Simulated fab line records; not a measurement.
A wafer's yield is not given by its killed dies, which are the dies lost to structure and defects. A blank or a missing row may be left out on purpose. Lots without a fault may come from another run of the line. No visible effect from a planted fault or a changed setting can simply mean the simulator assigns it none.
A struck lot beside a sound one -- flow n5-finfet -- 21 steps out of a route of 1938
Sound: the wafers L195.1, L195.5, L195.6. Struck: wafers L199.3, L199.4, L199.6. Last of all comes the cause.
Per side, at each step with rows, come the tool, then ch with its chambers, and then its first start. Under that, the readings that differ: sound wafers -- struck wafers -- difference of the means -- sigmas: that difference in standard deviations of wafers without a fault.
alike: readings whose means differ by less than 2 such deviations, and words and numbers that are the same on both sides. not compared: withheld readings, readings that some wafer has no value for, bounds like >300 that may hide the same value, and numbers for which the record gives no deviation and whose values overlap.
The two part at a step that has a row with sigmas, a row that says differs or no value, or rows on one side only. Numbers that don't overlap but have no deviation are shown without sigmas and don't part them. A reading that every wafer of one side lacks parts them only if that side has two wafers or more.

first, 9 steps without rows for these wafers: N5_BEOL_M3_PRE_CLEAN_60 (time 15 s); N5_BEOL_M3_CO_CAP_55 (material Co, precursor CCTBA/H2, target thk 2 nm, time 102.1 s); N5_BEOL_M3_PRE_CLEAN_56 (time 15 s); N5_BEOL_M3_DEP_57 (deposits SiCN from 3MS/NH3, target thk 8 nm, time 14 s); N5_BEOL_M4_ILD_DEP_00 (deposits SiOC from DEMS/O2, target thk 79 nm, time 15.3 s); N5_BEOL_M4_PECVD_72 (deposits SiO2 from TEOS/O2, target thk 16 nm, time 18 s); N5_BEOL_M4_HM_DEP_02 (deposits TiN, target thk 20 nm); N5_BEOL_M4_COAT_61 (time 60 s, resist thk 60 nm); N5_BEOL_M4_COAT_62 (time 60 s, resist thk 12 nm).
N5_BEOL_M4_COAT_73: time 60 s, resist thk 5 nm.
  sound on litho-track-02 ch 0, day 8 20:44; struck on litho-track-02 ch 0, day 10 01:59
reading,sound,struck,difference,sigmas
spin-speed-rpm (rpm),1502.8 1501.1 1500.1,1356.9 1356.4 1358.6,-144.0,-99 or more
  alike: chill-plate-temp-C
then, 7 steps without rows for these wafers: N5_BEOL_M4_COAT_05 (resist thk 30 nm); N5_BEOL_M4_EBR_07; N5_BEOL_M4_SOFTBAKE_06 (time 60 s); N5_BEOL_M4_EXPOSE_08 (exposes mask M4); N5_BEOL_M4_PEB_09 (peb time 60 s); N5_BEOL_M4_DEVELOP_10 (develop time 30 s); N5_BEOL_M4_DESCUM_16 (chemistry O2, time 7 s).
N5_BEOL_M4_ETCH_74: etches underlayer in N2/H2, target depth 6.5 nm, time 5.2 s.
  sound on rie-diel-05 ch 1,2, day 8 21:17; struck on rie-diel-05 ch 0,1,3, day 10 02:25
reading,sound,struck,difference,sigmas
etch-rf-on-time-s (s),5.01 5.05 5.29,5.46 5.44 5.25,+0.27,+2
model.CAR-EUV_of_BEOL_M4_COAT_05.thk-nm (nm),20.4 20.2 20.4,20 20 20,+0,
model.etch.depth-nm (nm),4.959 4.981 4.969,5.237 5.237 5.229,+0.265,
  alike: drypump-motor-current-A, oes-product-au, rf-vpp-V, showerhead-plenum-p-Torr, throttle-valve-pct
  not compared: rf-hours-counter-h
N5_BEOL_M4_ETCH_63: etches SiARC in CF4, target depth 15.6 nm, time 26 s.
  sound on rie-diel-05 ch 1,2, day 8 21:17; struck on rie-diel-05 ch 0,1,3, day 10 02:25
  alike: drypump-motor-current-A, etch-rf-on-time-s, oes-product-au, rf-vpp-V, showerhead-plenum-p-Torr, throttle-valve-pct
  not compared: rf-hours-counter-h, model.CAR-EUV_of_BEOL_M4_COAT_05.thk-nm
then, 1 step without rows for these wafers: N5_BEOL_M4_ETCH_64 (etches SOC in N2/H2, target depth 75 nm, overetch 22.5 nm, time 121.9 s).
N5_BEOL_M4_RC_MEAS_101:
  sound on prober-01 ch 0, day 9 05:26; struck on prober-02 ch 0, day 10 14:29
  alike: DIBL_N, DIBL_P, IOFF_N, IOFF_P, ION_N, ION_P, SS_N, SS_P, VT_N, VT_P

## WHERE THEY PART
At N5_BEOL_M4_COAT_73 first; at N5_BEOL_M4_ETCH_74 last (within this record only). Later steps at which nothing parts them and some readings are alike: N5_BEOL_M4_ETCH_63, N5_BEOL_M4_RC_MEAS_101.

WHY: what the simulator had put in
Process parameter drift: litho-track-02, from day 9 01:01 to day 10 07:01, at N5_BEOL_M4_COAT_73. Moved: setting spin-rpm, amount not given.
